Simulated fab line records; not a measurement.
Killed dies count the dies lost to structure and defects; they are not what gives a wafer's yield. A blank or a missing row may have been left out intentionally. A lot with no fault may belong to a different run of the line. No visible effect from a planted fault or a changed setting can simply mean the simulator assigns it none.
2 desks looking at one fault :: flow n5_finfet :: only its own numbers are on each desk; what lay behind them is given at the end

FROM THE METROLOGY DESK
What the gauges read for every lot (on any tool): the sampled wafers with a number, averaged. Any lot whose mean is over 4 standard deviations away from the usual mean is out of limits and marked OUT; that distance is given in the brackets. 7 of its 10 readings are shown, namely those furthest out on some lot.
Columns: A = DIBL_N at N5_BEOL_M4_RC_MEAS_101, usual 36.3 mV/V; B = DIBL_P at N5_BEOL_M4_RC_MEAS_101, usual 36.4 mV/V; C = IOFF_N at N5_BEOL_M4_RC_MEAS_101, usual 0.16 nA/um; D = ION_N at N5_BEOL_M4_RC_MEAS_101, usual 675 uA/um; E = ION_P at N5_BEOL_M4_RC_MEAS_101, usual 463 uA/um; F = VT_N at N5_BEOL_M4_RC_MEAS_101, usual 250 mV; G = VT_P at N5_BEOL_M4_RC_MEAS_101, usual -250 mV
lot: L277
first seen here: day 10 10:26
A: 36.7
B: 35.5
C: 0.15
D: 679
E: 462
F: 253
G: -251

lot: L275
first seen here: day 10 11:23
A: 34.2
B: 34.1
C: 0.13
D: 665
E: 466
F: 252
G: -250

lot: L280
first seen here: day 10 15:55
A: 35.3
B: 35.6
C: 0.15
D: 670
E: 458
F: 251
G: -250

lot: L285
first seen here: day 12 23:00
A: 36.0
B: 35.8
C: 0.17
D: 688
E: 473
F: 247
G: -245

lot: L287
first seen here: day 13 03:26
A: 35.3
B: 37.0
C: 0.16
D: 666
E: 459
F: 250
G: -249

lot: L289
first seen here: day 13 18:07
A: 34.4
B: 34.9
C: 0.13
D: 661
E: 459
F: 254
G: -252

lot: L290
first seen here: day 13 21:56
A: 35.4
B: 34.8
C: 0.14
D: 677
E: 466
F: 250
G: -249

lot: L296
first seen here: day 15 18:29
A: 36.9
B: 37.8
C: 0.17
D: 675
E: 458
F: 250
G: -252
This desk's finding: nothing out of limits on any of the 8 lots.

FOR THE TOOL OWNER'S DESK: rie_diel-01
The tool's own readings at N5_BEOL_M3_ETCH_70 (etches SOC in N2/H2, target depth 80 nm, overetch 16 nm, time 120 s): means of the sampled wafers that have a number, for each lot that ran on this tool. Any lot whose mean is over 4 standard deviations away from the usual mean is out of limits and marked OUT; that distance is given in the brackets. Readings shown: 7 out of 8 (the first out of limits, and those lying furthest out on some lot).
Columns: A = bias_w at N5_BEOL_M3_ETCH_70, usual 150.0 W; B = drypump_motor_current_A at N5_BEOL_M3_ETCH_70, usual 5.7 A; C = n2_flow_sccm at N5_BEOL_M3_ETCH_70, usual 200.1 sccm; D = rf_fwd_power_W at N5_BEOL_M3_ETCH_70, usual 835.1 W; E = rf_vpp_V at N5_BEOL_M3_ETCH_70, usual 523.6 V; F = showerhead_plenum_p_Torr at N5_BEOL_M3_ETCH_70, usual 2.53 Torr; G = throttle_valve_pct at N5_BEOL_M3_ETCH_70, usual 17.87 %
lot: L275
first seen here: day 9 09:49
A: 150.4
B: 5.9
C: 200.0
D: 833.5
E: 525.7
F: 2.56
G: 17.72

lot: L280
first seen here: day 9 13:01
A: 150.0
B: 5.4
C: 199.7
D: 835.4
E: 525.8
F: 2.60
G: 17.73

lot: L285
first seen here: day 12 05:28
A: 150.4
B: 6.2
C: 200.1
D: 1038.5 (+78) OUT
E: 488.1 (-15) OUT
F: 2.56
G: 17.81

lot: L287
first seen here: day 12 08:55
A: 149.8
B: 6.1
C: 199.5
D: 1038.8 (+78) OUT
E: 489.8 (-15) OUT
F: 2.61
G: 17.91
This desk finds L285, L287 out of limits, L285 being first, at day 12 05:28 (rf_fwd_power_W at N5_BEOL_M3_ETCH_70). L275, L280: within limits.

TAKEN TOGETHER
An alarm could have come from the tool owner's desk at day 12 05:28, on L285, L287.
At the metrology desk, nothing out of limits was observed.
The metrology desk has L285, L287 on record, within its limits.
Every lot named ran N5_BEOL_M3_ETCH_70 on rie_diel-01.

WHAT THE SIMULATOR PUT IN
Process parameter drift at N5_BEOL_M3_ETCH_70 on rie_diel-01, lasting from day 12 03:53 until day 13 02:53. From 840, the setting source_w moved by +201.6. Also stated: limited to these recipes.
Lots struck among those shown: L285, L287.
Hours from the fault's start to each desk's first reading out of limits: the tool owner's desk, 2.
